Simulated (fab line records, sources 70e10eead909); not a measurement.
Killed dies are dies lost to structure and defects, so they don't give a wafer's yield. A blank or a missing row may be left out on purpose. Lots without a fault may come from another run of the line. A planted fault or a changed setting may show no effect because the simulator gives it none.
fab line records | flow nand_harc | part 2 of 2: steps 21 to 36 of 36
record lots=5 wafers=15 last_day=27
route steps=1159 shown P_GATE@138
lots that met no fault: from a run of the same line without faults
start_h: hours from the record's first day to the start of the lot's first wafer shown | wait_h: hours since the lot's step before | " the same as in the row above | L1.1+2: a row that stands for several wafers | - no value, or no start given | * or withheld: withheld | < > ~ a bound
route shown NAME@n: a module of which the file shows steps, and the number in the route of the first | usual: mean/standard deviation of fault-free wafers | same: alike in all rows | chamber/n: place in a boat | sites: the reading at each site | _std_site: their standard deviation | _edge_site: outer sites' mean less inner sites' | radius_mm: how far each site lies from the wafer's centre | mask NAME#n: copy n | behind: the tool/chamber that last shaped the wafer | hold: why the lot was held/for how many hours/how that ended | device: the transistor (n, p or np) that didn't switch | end of line: the same wafers' tests at the end of the route | a step without rows: its recipe alone | killed: dies lost to structure and defects at the first sort, not the wafer's yield | map: a wafer's dies, x killed, . not, _ none there
set.NAME: the setting as run; set.NAME@STEP: as run at that earlier step | model.NAME: the simulator's own value behind a step, which no gauge read
lots at some steps of the route; a table a step, a row a wafer
services: from which hour (start_h, from the record's first day; less than 0 if before it) a tool's chamber was out of use, for how many hours, and why
## steps
# step NHARC_P_GATE_PRECLEAN_97
# recipe time_s=600 temp_c=120 chemistry=SPM
# columns lot.wafer tool chamber start_h wait_h
L076.3+4+5 wet_bench-07 4,5,6 160.64 -
L081.1+5+4 wet_bench-09 3,7,0 171.78 -
L084.3+6+1 wet_bench-07 4,5,7 180.18 -
L091.3+2+1 wet_bench-01 3,4,5 201.98 -
L095.1+3+6 wet_bench-09 4,5,6 218.95 -
# step NHARC_P_GATE_SRD_98
# columns lot.wafer tool chamber start_h wait_h
L076.3+4+5 wet_bench-07 4,5,6 - -
L081.1+5+4 wet_bench-09 3,7,0 - -
L084.3+6+1 wet_bench-07 4,5,7 - -
L091.3+2+1 wet_bench-01 3,4,5 - -
L095.1+3+6 wet_bench-09 4,5,6 - -
# step NHARC_P_GATE_PRECLEAN_99
# recipe time_s=* temp_c=50 bath_age_min=0 chemistry=SC1
# columns lot.wafer tool chamber start_h wait_h
L076.3+4+5 wet_bench-07 4,5,6 - -
L081.1+5+4 wet_bench-09 3,7,0 - -
L084.3+6+1 wet_bench-07 4,5,7 - -
L091.3+2+1 wet_bench-01 3,4,5 - -
L095.1+3+6 wet_bench-09 4,5,6 - -
# step NHARC_P_GATE_SRD_100
# columns lot.wafer tool chamber start_h wait_h
L076.3+4+5 wet_bench-07 4,5,6 - -
L081.1+5+4 wet_bench-09 3,7,0 - -
L084.3+6+1 wet_bench-07 4,5,7 - -
L091.3+2+1 wet_bench-01 3,4,5 - -
L095.1+3+6 wet_bench-09 4,5,6 - -
# step NHARC_P_GATE_DEHYDRATE_38
# recipe temp_c=150 time_s=120
# columns lot.wafer tool chamber start_h wait_h
L076.3+4+5 litho_track-02 0 161.02 -
L081.1+4+5 litho_track-07 0 172.17 -
L084.1+3+6 litho_track-02 0 180.56 -
L091.1+2+3 litho_track-03 0 202.37 -
L095.1+3+6 litho_track-02 0 219.35 -
# step NHARC_P_GATE_HMDS_39
# recipe time_s=30
# columns lot.wafer tool chamber start_h wait_h
L076.3+4+5 litho_track-02 0 - -
L081.1+4+5 litho_track-07 0 - -
L084.1+3+6 litho_track-02 0 - -
L091.1+2+3 litho_track-03 0 - -
L095.1+3+6 litho_track-02 0 - -
# step NHARC_P_GATE_COAT_40
# recipe spin_rpm=3000
# columns lot.wafer tool chamber start_h wait_h
L076.3+4+5 litho_track-02 0 - -
L081.1+4+5 litho_track-07 0 - -
L084.1+3+6 litho_track-02 0 - -
L091.1+2+3 litho_track-03 0 - -
L095.1+3+6 litho_track-02 0 - -
# step NHARC_P_GATE_SOFTBAKE_41
# recipe temp_c=122 time_s=95
# columns lot.wafer tool chamber start_h wait_h
L076.3+4+5 litho_track-02 0 - -
L081.1+4+5 litho_track-07 0 - -
L084.1+3+6 litho_track-02 0 - -
L091.1+2+3 litho_track-03 0 - -
L095.1+3+6 litho_track-02 0 - -
# step NHARC_P_GATE_EBR_42
# columns lot.wafer tool chamber start_h wait_h
L076.3+4+5 litho_track-02 0 - -
L081.1+4+5 litho_track-07 0 - -
L084.1+3+6 litho_track-02 0 - -
L091.1+2+3 litho_track-03 0 - -
L095.1+3+6 litho_track-02 0 - -
# step NHARC_P_GATE_EXPOSE_43
# recipe na=0.6 target_cd_nm=720 dose_mj=14.81 mask_id=P_NSD
# columns lot.wafer tool chamber start_h wait_h mask
L076.3+4+5 krf_scanner-02 0 161.30 - P_NSD#0
L081.1+4+5 krf_scanner-04 0 172.33 - P_NSD#0
L084.1+3+6 krf_scanner-01 0 180.72 - P_NSD#0
L091.1+2+3 krf_scanner-02 0 202.64 - P_NSD#0
L095.1+3+6 krf_scanner-01 0 219.62 - P_NSD#0
# step NHARC_P_GATE_PEB_44
# recipe peb_temp_c=118 peb_time_s=85
# columns lot.wafer tool chamber start_h wait_h
L076.3+4+5 litho_track-07 0 161.36 0.1
L081.1+4+5 litho_track-03 0 172.39 0.1
L084.1+3+6 litho_track-02 0 180.78 0.1
L091.1+2+3 litho_track-03 0 202.72 0.1
L095.1+3+6 litho_track-02 0 219.70 0.1
# step NHARC_P_GATE_DEVELOP_45
# recipe time_s=70
# columns lot.wafer tool chamber start_h wait_h
L076.3+4+5 litho_track-07 0 - -
L081.1+4+5 litho_track-03 0 - -
L084.1+3+6 litho_track-02 0 - -
L091.1+2+3 litho_track-03 0 - -
L095.1+3+6 litho_track-02 0 - -
# step NHARC_P_GATE_CD_MEAS_46
# recipe target_cd_nm=720 landing_energy_ev=500
# usual cd_nm=720.0/2.1
# columns lot.wafer tool chamber start_h wait_h cd_nm
L076.3 cd_sem-01 0 161.46 - 718.1
L076.4 " 0 " " 719.2
L076.5 " 0 " " 723.6
L081.1 cd_sem-01 0 172.48 - 717.0
L081.4 " 0 " " 715.2
L081.5 " 0 " " 717.2
L084.1 cd_sem-02 0 180.87 - 722.0
L084.3 " 0 " " 722.2
L084.6 " 0 " " 720.9
L091.1 cd_sem-01 0 202.81 - 717.4
L091.2 " 0 " " 718.1
L091.3 " 0 " " 715.8
L095.1 cd_sem-03 0 219.79 - 721.9
L095.3 " 0 " " 722.2
L095.6 " 0 " " 720.6
# step NHARC_P_GATE_HARDBAKE_47
# recipe temp_c=125 time_s=80
# columns lot.wafer tool chamber start_h wait_h
L076.3+4+5 litho_track-07 0 161.54 -
L081.1+4+5 litho_track-02 0 172.56 -
L084.1+3+6 litho_track-02 0 180.97 -
L091.1+2+3 litho_track-07 0 202.90 -
L095.1+3+6 litho_track-07 0 219.87 -
# step NHARC_P_GATE_DESCUM_48
# recipe time_s=3 o2_flow_sccm=200 ar_flow_sccm=0 bias_power_w=0 chemistry=O2
# usual drypump_motor_current_A=5.8/0.62 o2_flow_sccm=199.9/0.63 oes_product_au=1.000/0.01 rf_vpp_V=57.9/0.83 showerhead_plenum_p_Torr=1.95/0.083 throttle_valve_pct=11.312/0.0092
# same bias_power_w=0
# columns lot.wafer tool chamber start_h wait_h drypump_motor_current_A o2_flow_sccm oes_product_au rf_hours_counter_h rf_vpp_V showerhead_plenum_p_Torr throttle_valve_pct
L076.4 rie_diel-06 0 161.62 - 6.7 200.5 1.009 19 59.2 1.96 11.333
L076.3 " 1 " " 5.0 199.9 0.988 20 58.1 2.05 11.302
L076.5 " 0 " " 6.7 199.4 1.008 - 58.9 1.96 11.321
L081.4 rie_diel-04 0 172.64 - 6.4 200.4 1.007 11 56.7 1.85 11.308
L081.1 " 3 " " 5.1 200.7 1.008 12 57.8 2.07 11.322
L081.5 " 1 " " 5.4 200.0 1.001 - 56.4 1.96 11.310
L084.1 rie_diel-06 3 181.06 - 5.9 199.0 1.001 23 56.8 2.01 11.320
L084.3 " 1 " " 5.0 200.5 0.984 25 59.0 2.05 11.306
L084.6 " 3 " " 5.9 199.2 0.994 - 56.8 2.01 11.300
L091.1 rie_diel-06 2 202.98 - 5.3 199.7 1.013 29 56.8 1.81 11.320
L091.2 " 3 " " 5.9 199.5 0.982 27 58.2 2.01 11.330
L091.3 " 1 " " 5.0 199.6 0.982 28 58.3 2.05 11.311
L095.1 rie_diel-04 3 219.96 - 5.1 198.5 0.996 25 58.2 2.07 11.313
L095.3 " 1 " " 5.4 199.3 1.005 24 58.4 1.96 11.293
L095.6 " 0 " " 6.4 200.0 1.012 - 57.3 1.85 11.311
# step NHARC_P_GATE_IMPLANT_49
# recipe energy_kev=30 dose_cm2=3e+15 tilt_deg=7
# same implant_ion_amu=75
# columns lot.wafer tool chamber start_h wait_h
L076.3+4+5 implanter-01 0 161.82 0.2
L081.1+4+5 implanter-01 0 172.80 0.1
L084.1+3+6 implanter-02 0 181.20 0.1
L091.1+2+3 implanter-01 0 203.14 0.1
L095.1+3+6 implanter-02 0 220.10 0.1
## services
# columns tool chamber start_h hours kind
rie_diel-06 3 110.11 6.4 repair
krf_scanner-01 - 110.63 0.5 repair
rie_diel-04 - 111.90 9.0 pm
wet_bench-09 - 112.80 8.0 pm
implanter-01 - 115.96 2.0 repair
litho_track-06 - 117.00 7.0 pm
rie_diel-05 1 122.07 8.1 repair
krf_scanner-02 - 131.74 0.8 repair
ald_sin-03 0 132.06 13.6 repair
ald_sin-03 - 137.78 0.4 repair
litho_track-04 - 141.00 7.0 pm
implanter-02 - 146.41 2.4 repair
rie_diel-06 0 148.36 2.1 repair
wet_bench-01 - 161.15 2.3 repair
rie_diel-05 - 163.60 9.0 pm
litho_track-02 - 165.00 7.0 pm
wet_bench-09 - 168.26 2.5 repair
rie_diel-06 - 168.29 2.1 repair
litho_track-07 - 189.00 7.0 pm
arfi_scanner-01 - 198.21 4.0 pm
rie_diel-05 0 209.18 6.5 repair
rie_si-02 - 211.00 9.0 pm
litho_track-03 - 213.00 7.0 pm
wet_bench-01 - 213.60 8.0 pm
